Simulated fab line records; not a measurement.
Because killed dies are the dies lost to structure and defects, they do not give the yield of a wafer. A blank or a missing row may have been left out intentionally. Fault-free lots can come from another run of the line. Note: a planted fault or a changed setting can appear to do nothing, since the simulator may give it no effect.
Lot-split experiment ; flow n5-finfet ; 21 wafers read from 7 lots, route of 1938 steps

== ABOUT THE SPLIT ==
At N5_BEOL_M7_HM_DEP_02 (deposits TiN, target thk 20 nm), the setting target-thk-a was moved away from the recipe's 200 angstrom on 7 of the 21 wafers read, by -8.1% to +13.0%. All remaining wafers had this setting at the recipe value.

== FROM THE SPLIT TO THE READING: what the file shows between them, 9 steps ==
- N5_BEOL_M7_COAT_05: resist thk 90 nm (also split here: spin-rpm)
- N5_BEOL_M7_EBR_07
- N5_BEOL_M7_SOFTBAKE_06: time 60 s
- N5_BEOL_M7_EXPOSE_08: exposes mask M7
- N5_BEOL_M7_PEB_09: peb time 60 s
- N5_BEOL_M7_DEVELOP_10: develop time 30 s
- N5_BEOL_M7_STRIP_68: strips in N2/H2
- N5_BEOL_M7_STRIP_67: strips in CF4
- N5_BEOL_M7_HM_OPEN_17: chemistry Cl2/BCl3, target TiN, target depth 20 nm, overetch 6 nm

== THE READING ==
TiN_of_BEOL_M7_HM_DEP_02.thk-nm (the simulator's own value, which no gauge read), in nm, at N5_BEOL_M7_TRENCH_ETCH_37 (etches SiCOH lowk in C4F6/O2, target depth 93.478 nm, time 31.2 s). No usual value for it is given in the file. Average 17.3 nm, standard deviation 0.18 nm, over the 14 wafers here run with the recipe.

wafer;tool, chamber at the split;target-thk-a as run, angstrom;against the recipe;TiN_of_BEOL_M7_HM_DEP_02.thk-nm, nm;against lot-mates on the recipe
L074.2;pvd-sputter-01, -;200;recipe;17.2;-
L074.4;pvd-sputter-01, -;200;recipe;17;-
L074.6;pvd-sputter-01, -;200;recipe;17.2;-
L076.1;pvd-sputter-03, -;200;recipe;17.6;-
L076.2;pvd-sputter-03, -;185.9;-7.1%;16.4;-1.0
L076.3;pvd-sputter-03, -;200;recipe;17.2;-
L075.1;pvd-sputter-03, -;200;recipe;17.4;-
L075.3;pvd-sputter-03, -;200;recipe;17.4;-
L075.4;pvd-sputter-03, -;200;recipe;17.4;-
L078.1;pvd-sputter-01, -;200;recipe;17.4;-
L078.5;pvd-sputter-01, -;226;+13.0%;20.2;+2.8
L078.6;pvd-sputter-01, -;226;+13.0%;20.2;+2.8
L083.3;pvd-sputter-03, -;200;recipe;17.6;-
L083.5;pvd-sputter-03, -;200;recipe;17.4;-
L083.6;pvd-sputter-03, -;200;recipe;17.4;-
L088.2;pvd-sputter-01, -;200;recipe;17.4;-
L088.3;pvd-sputter-01, -;183.9;-8.1%;16;-1.4
L088.4;pvd-sputter-01, -;183.9;-8.1%;16.2;-1.2
L090.1;pvd-sputter-02, -;192.9;-3.5%;16.2;-0.8
L090.3;pvd-sputter-02, -;192.9;-3.5%;16.4;-0.6
L090.4;pvd-sputter-02, -;200;recipe;17;-

THE FIT
A straight line over all 21 wafers: TiN_of_BEOL_M7_HM_DEP_02.thk-nm changes by +0.2 nm for each +1% of target-thk-a; r = +0.97; the points scatter about the line by 0.26 nm.
The same after taking each lot's own level away (the mean of its wafers on the recipe; 21 wafers): +0.195 nm for each +1%; r = +0.99; scatter 0.16 nm.
According to that fit, moving target-thk-a by its largest amount changes the reading by 2.5 nm.
Measured against the standard deviation above, the lots' own levels, which go from 17.00 to 17.47 nm, span 2.6 times it.
The two slopes agree, so the slope changes little with the lot-to-lot level.
Check: with one of the wafers moved furthest among these (+13.0%) left out of the fit, the line predicts +2.5 nm for it against its lot-mates. Against them it came out at +2.8 nm.

== FURTHER SPLITS ON THESE WAFERS ==
Note: prior to the reading, these wafers also went through further splits. Each is held against what the fit with the lots' levels taken away leaves over:
other split on the same wafers;wafers away from the commonest value;r with TiN_of_BEOL_M7_HM_DEP_02.thk-nm (lot level and that fit taken away)
N5_BEOL_M2_ETCH_70 time-s;6;+0.16
N5_BEOL_M3_COAT_22 spin-rpm;5;+0.22
N5_BEOL_M5_COAT_05 spin-rpm;7;-0.13
N5_BEOL_M6_HM_DEP_02 target-thk-a;3;-0.19
N5_BEOL_M6_COAT_59 spin-rpm;6;-0.27
N5_BEOL_M7_COAT_05 spin-rpm;9;-0.06

== THE WHOLE CHAIN: every reading that the file lists as answering this split, in the file's order ==
step;what it does;reading;change (the file's fit);r (the file's)
N5_BEOL_M7_HM_DEP_02;deposits TiN, target thk 20 nm;TiN_of_BEOL_M7_HM_DEP_02.thk-nm (the simulator's own value, which no gauge read);+0.201 nm for each +1% of the setting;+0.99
N5_BEOL_M7_HM_OPEN_17;chemistry Cl2/BCl3, target TiN, target depth 20 nm, overetch 6 nm;etch.depth-nm (the simulator's own value, which no gauge read);+0.201 nm for each +1% of the setting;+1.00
N5_BEOL_M7_TRENCH_ETCH_37;etches SiCOH lowk in C4F6/O2, target depth 93.478 nm, time 31.2 s;TiN_of_BEOL_M7_HM_DEP_02.thk-nm (the simulator's own value, which no gauge read);+0.19 nm for each +1% of the setting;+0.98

== THE FILE'S OWN FIT ==
TiN_of_BEOL_M7_HM_DEP_02.thk-nm changes by +0.19 nm for each +1% of target-thk-a, r = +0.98.
